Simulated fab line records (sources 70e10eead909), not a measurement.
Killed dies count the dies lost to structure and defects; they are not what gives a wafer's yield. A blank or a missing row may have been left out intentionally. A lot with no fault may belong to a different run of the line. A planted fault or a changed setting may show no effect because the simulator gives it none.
Matching of chambers || flow nandHarc || NHARC_A_CHANNEL_FILL_D1_ALD_25 on aldHk-03 has 4 sister chambers
The step deposits SiOx, target thk 60 nm, pulse time 10 s, ald cycles 600. 16 wafers are shown with their chamber, then 8 later ones without.

WAFERS PAIRED WITH THEIR CHAMBERS
{"wafer": "L074.1", "chamber": 2, "heaterPowerW (W)": 480, "precursorPulseHeightRel": 0.966}
{"wafer": "L074.2", "chamber": 3, "heaterPowerW (W)": 466, "precursorPulseHeightRel": 1.010}
{"wafer": "L074.3", "chamber": 0, "heaterPowerW (W)": 491, "precursorPulseHeightRel": 0.983}
{"wafer": "L078.2", "chamber": 2, "heaterPowerW (W)": 493, "precursorPulseHeightRel": 0.988}
{"wafer": "L078.5", "chamber": 0, "heaterPowerW (W)": 509, "precursorPulseHeightRel": 1.006}
{"wafer": "L078.6", "chamber": 1, "heaterPowerW (W)": 359, "precursorPulseHeightRel": 1.014}
{"wafer": "L079.1", "chamber": 0, "heaterPowerW (W)": 492, "precursorPulseHeightRel": 0.993}
{"wafer": "L079.4", "chamber": 1, "heaterPowerW (W)": 360, "precursorPulseHeightRel": 1.030}
{"wafer": "L079.6", "chamber": 0, "heaterPowerW (W)": 498, "precursorPulseHeightRel": 0.996}
{"wafer": "L080.1", "chamber": 3, "heaterPowerW (W)": 455, "precursorPulseHeightRel": 0.984}
{"wafer": "L080.5", "chamber": 0, "heaterPowerW (W)": 507, "precursorPulseHeightRel": 1.006}
{"wafer": "L080.6", "chamber": 1, "heaterPowerW (W)": 365, "precursorPulseHeightRel": 0.996}
{"wafer": "L082.2", "chamber": 1, "heaterPowerW (W)": 357, "precursorPulseHeightRel": 1.013}
{"wafer": "L082.1", "chamber": 3, "heaterPowerW (W)": 461, "precursorPulseHeightRel": 0.987}
{"wafer": "L082.5", "chamber": 1, "heaterPowerW (W)": 368, "precursorPulseHeightRel": 1.012}
{"wafer": "L087.1", "chamber": 3, "heaterPowerW (W)": 468, "precursorPulseHeightRel": 1.036}

SIGNATURES, as means of the wafers listed above
{"reading": "heaterPowerW", "chamber 0": 499.40, "chamber 1": 361.80, "chamber 2": 486.50, "chamber 3": 462.50, "scatter within a chamber": 6.74}
{"reading": "precursorPulseHeightRel", "chamber 0": 0.99680, "chamber 1": 1.01300, "chamber 2": 0.97700, "chamber 3": 1.00425, "scatter within a chamber": 0.0157}
Rule: for a wafer and a chamber, the distance is found by dividing, reading by reading, the gap between the wafer's reading and the chamber's mean by the reading's scatter, squaring, summing and taking the root. The wafer belongs to the nearest chamber; if the next one is less than 2 further off, it can't be placed. The scatter: the root of (the sum of the squares of (reading less its chamber's mean) over the shown wafers, divided by (wafers less chambers)).

WAFERS WITHOUT THEIR CHAMBER
{"wafer": "L087.3", "heaterPowerW (W)": 369, "precursorPulseHeightRel": 0.996}
{"wafer": "L087.5", "heaterPowerW (W)": 465, "precursorPulseHeightRel": 1.011}
{"wafer": "L091.1", "heaterPowerW (W)": 463, "precursorPulseHeightRel": 0.977}
{"wafer": "L091.2", "heaterPowerW (W)": 509, "precursorPulseHeightRel": 0.977}
{"wafer": "L091.3", "heaterPowerW (W)": 364, "precursorPulseHeightRel": 1.001}
{"wafer": "L093.1", "heaterPowerW (W)": 370, "precursorPulseHeightRel": 0.987}
{"wafer": "L093.3", "heaterPowerW (W)": 476, "precursorPulseHeightRel": 0.981}
{"wafer": "L093.6", "heaterPowerW (W)": 373, "precursorPulseHeightRel": 1.034}

WHICH CHAMBER EACH WENT THROUGH
{"wafer": "L087.3", "from the rows above": 1, "in truth": 1}
{"wafer": "L087.5", "from the rows above": 3, "in truth": 3}
{"wafer": "L091.1", "from the rows above": "can't be placed: 3 or 2", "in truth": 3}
{"wafer": "L091.2", "from the rows above": "can't be placed: 0 or 2", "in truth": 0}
{"wafer": "L091.3", "from the rows above": 1, "in truth": 1}
{"wafer": "L093.1", "from the rows above": 1, "in truth": 1}
{"wafer": "L093.3", "from the rows above": "can't be placed: 2 or 3", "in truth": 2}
{"wafer": "L093.6", "from the rows above": 1, "in truth": 1}
Correct placement for 5 of the 8. Not placeable from these rows: 3 (in 3, the candidates include the true chamber). Wrongly placed: 0.
